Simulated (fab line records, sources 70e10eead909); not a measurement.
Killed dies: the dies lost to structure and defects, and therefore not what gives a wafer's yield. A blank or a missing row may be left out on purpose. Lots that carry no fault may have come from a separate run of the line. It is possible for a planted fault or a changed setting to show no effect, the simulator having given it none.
A lot that was struck, set against a sound lot ; flow nand harc ; 14 out of 1302 route steps
Sound: wafers L910.1, L910.3, L910.6. Wafers struck: L921.2, L921.3, L921.6. The cause comes at the end.
Each step with rows lists, per side, the tool, then ch with its chambers, then its first start. Under that, the readings that differ: sound wafers ; struck wafers ; difference of the means ; sigmas: that difference in standard deviations of wafers without a fault.
alike: readings whose means differ by less than 2 such deviations, and words and numbers that are the same on both sides. not compared: withheld readings, readings that some wafer has no value for, bounds like >300 that may hide the same value, and numbers for which the record gives no deviation and whose values overlap.
The two part at a step that has a row with sigmas, a row that says differs or no value, or rows on one side only. Numbers that have no deviation but don't overlap get no sigmas and don't part them. A reading that every wafer of one side lacks parts them only if that side has two wafers or more.

NHARC_A_CONTACT_ETCH_132: etches the open film in C4F8/O2/Ar, time 197 s, target depth 1924 nm.
  sound on har cap etch-02 ch 0,1, day 24 23:44; struck on har cap etch-01 ch 0,1, day 29 10:35
  not compared: rf hours counter h
NHARC_A_CONTACT_ETCH_133: etches the open film in C4F8/O2/Ar, time 374 s, target depth 1610 nm.
  sound on har cap etch-02 ch 0,1, day 24 23:54; struck on har cap etch-01 ch 0,1, day 29 10:49
  not compared: rf hours counter h
NHARC_A_CONTACT_ETCH_91: etches the open film in CH3F/O2, target depth 40 nm, time 85.7 s.
  sound on rie diel-03 ch 1,3, day 25 00:41; struck on rie diel-03 ch 1,3, day 29 11:32
  alike: drypump motor current A, o2 flow sccm, oes product au, rf vpp V, showerhead plenum p Torr, throttle valve pct
  not compared: rf hours counter h
NHARC_A_CONTACT_ETCH_97: etches the open film in C4F6/O2, target depth 20 nm, time 10 s.
  sound: rie diel-03 ch 0,1; struck: rie diel-03 ch 0,1,2
  alike: drypump motor current A, o2 flow sccm, oes product au, rf vpp V, showerhead plenum p Torr, throttle valve pct
  not compared: rf hours counter h
NHARC_A_CONTACT_CD_MEAS_80:
  sound on cd sem-03, day 25 00:54; struck on cd sem-01, day 29 11:44
  alike: cd nm
then, 3 steps without rows for these wafers: NHARC_A_CONTACT_STRIP_103 (strips in N2/H2); NHARC_A_CONTACT_STRIP_104 (strips in CF4/CHF3); NHARC_A_CONTACT_STRIP_105 (strips in O2/COS).
NHARC_A_CONTACT_ETCH_106: etches the open film in CF4/O2, target depth 90 nm, overetch 9 nm, time 49.5 s.
  sound on rie diel-04 ch 0,2,3, day 25 01:12; struck on rie diel-02 ch 0,1, day 29 12:02
  alike: drypump motor current A, o2 flow sccm, oes product au, rf vpp V, showerhead plenum p Torr, throttle valve pct
  not compared: rf hours counter h
then, 3 steps without rows for these wafers: NHARC_A_CONTACT_STRIP_82 (strips in O2); NHARC_A_CONTACT_STRIP_83 (strips in post etch residue remover, time 600 s); NHARC_A_CONTACT_DEP_84 (deposits aC, target thk 2800 nm).
NHARC_A_CONTACT_DEP_85: deposits SiON, target thk 60 nm.
  sound on pecvd-04 ch 0,2, day 25 03:36; struck on pecvd-01 ch 0,2, day 29 18:02
  no value came back on the struck wafers for chamber pressure Torr (Torr), heater power outer w (W), heater power w (W); on the sound wafers chamber pressure Torr (Torr) reads 3.500 3.507 3.501
then, 1 step without rows for these wafers: NHARC_A_CONTACT_DEHYDRATE_00 (time 120 s).

## WHERE THEY PART
At NHARC_A_CONTACT_DEP_85 and nowhere else, as far as this record goes.

WHY: what had been put in by the simulator
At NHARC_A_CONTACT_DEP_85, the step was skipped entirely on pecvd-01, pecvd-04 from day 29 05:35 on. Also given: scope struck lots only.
